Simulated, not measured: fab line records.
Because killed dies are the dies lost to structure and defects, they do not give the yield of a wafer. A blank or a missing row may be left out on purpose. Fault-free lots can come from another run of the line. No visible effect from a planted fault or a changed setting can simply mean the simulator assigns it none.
Comparing a struck lot with a sound one    flow n5Finfet    18 out of 1938 route steps
Sound: these wafers, L964.2, L964.3, L964.5. Struck: wafer L974.6 (left out: L974.1, L974.4 of the same lot, which were not struck); the cause appears at the end.
For every step that has rows: the tool of each side, followed by ch and its chambers, followed by its first start. Under that, the readings that differ: sound wafers    struck wafers    difference of the means    sigmas: that difference in standard deviations of wafers without a fault.
alike: readings whose means differ by less than 2 such deviations, and words and numbers that are the same on both sides. not compared: withheld readings, readings that some wafer has no value for, bounds like >300 that may hide the same value, and numbers for which the record gives no deviation and whose values overlap.
Wherever a step has rows on one side only, a row that says differs or no value, or a row with sigmas, the two part there. Non-overlapping numbers with no deviation appear without sigmas and do not part them. Lack of a reading on every wafer of one side parts them only where that side has two or more wafers.

first, 2 steps without rows for these wafers: N5_BEOL_M2_ANNEAL_82 (time 240 s); N5_BEOL_M2_SPUTTER_86 (material Cu, target thk 4.5 nm, time 8.29 s).
N5_BEOL_M2_ANNEAL_87: time 240 s.
  sound: pvdSputter-01 at day 8 03:03; struck: pvdSputter-03 at day 11 01:13
  alike: heaterPowerW
N5_BEOL_M2_SPUTTER_88: material Cu, target thk 4.5 nm, time 8.29 s.
  sound: pvdSputter-01 at day 8 03:11; struck: pvdSputter-03 at day 11 01:21
  alike: throttleValvePct
N5_BEOL_M2_ANNEAL_89: time 240 s.
  sound: pvdSputter-01 at day 8 03:16; struck: pvdSputter-03 at day 11 01:26
  alike: heaterPowerW
N5_BEOL_M2_SPUTTER_90: material Cu, target thk 4.5 nm, time 8.29 s.
  sound: pvdSputter-01 at day 8 03:25; struck: pvdSputter-03 at day 11 01:34
  alike: throttleValvePct
then, 6 steps without rows for these wafers: N5_BEOL_M2_ANNEAL_91 (time 240 s); N5_BEOL_M2_SPUTTER_92 (material Cu, target thk 4.5 nm, time 8.29 s); N5_BEOL_M2_ANNEAL_93 (time 240 s); N5_BEOL_M2_SPUTTER_94 (material Cu, target thk 4.5 nm, time 8.29 s); N5_BEOL_M2_ANNEAL_95 (time 240 s); N5_BEOL_M2_SPUTTER_96 (material Cu, target thk 4.5 nm, time 8.29 s).
N5_BEOL_M2_ECD_50: material Cu, target thk 300 nm.
  sound on ecdCu-02 ch 0,1, day 8 04:11; struck on ecdCu-01 ch 1, day 11 02:21
reading                                sound              struck  difference  sigmas
model.Cu_of_BEOL_M2_ECD_50.thkNm (nm)  306.8 297.2 300.6  147     -155        
N5_BEOL_M2_ANNEAL_51: time 90 s.
  sound on rtpAnneal-02 ch 0, day 8 04:19; struck on rtpAnneal-02 ch 0, day 11 02:26
  alike: wafer_temp_C_max
N5_BEOL_M2_CMP_52: polishes, stops on SiOC, t overpolish 6.8 s, target thk 40 nm.
  sound on cmp-01 ch 0,3, day 8 04:34; struck on cmp-03 ch 0, day 11 02:48
reading              sound     struck  difference  sigmas
timeToEndpointS (s)  63 61 62  40      -22         -7
  alike: clearingPlatenDownForcePsi, motorCurrentA
N5_BEOL_M2_THK_MEAS_53: measures by xrf.
  sound: filmMetro-02 at day 8 04:52; struck: filmMetro-02 at day 11 03:01
  alike: M2_THK
N5_BEOL_M4_RC_MEAS_101:
  sound on prober-01 ch 0, day 9 00:02; struck on prober-02 ch 0, day 12 10:20
  alike: DIBL_N, DIBL_P, IOFF_N, IOFF_P, ION_N, ION_P, SS_N, SS_P, VT_N, VT_P
-- here the record skips 4 days between the struck wafers' starts before and after, leaving off in module BEOL_M4 and picking up in module PASSIVATION (first step shown: number 1936 of the route) --
N5_PASSIVATION_PROBE_49:
  sound: prober-01 at day 13 10:18; struck: prober-01 at day 16 18:15
  alike: defectLimitedYield, killed_at_M0_to_M3, killed_at_M4_up, killedAtContacts, killedAtFrontEnd, killedAtOther, killedDies, killedOpen, killedShort, sort_bin_5_function, sort_bin_6_memory, sortNPass, sortYieldPct

== WHERE THEY PART ==
Only at N5_BEOL_M2_CMP_52, as far as this record shows. Later steps at which nothing parts them and some readings are alike: N5_BEOL_M2_THK_MEAS_53, N5_BEOL_M4_RC_MEAS_101, N5_PASSIVATION_PROBE_49.

WHY: the cause the simulator had injected
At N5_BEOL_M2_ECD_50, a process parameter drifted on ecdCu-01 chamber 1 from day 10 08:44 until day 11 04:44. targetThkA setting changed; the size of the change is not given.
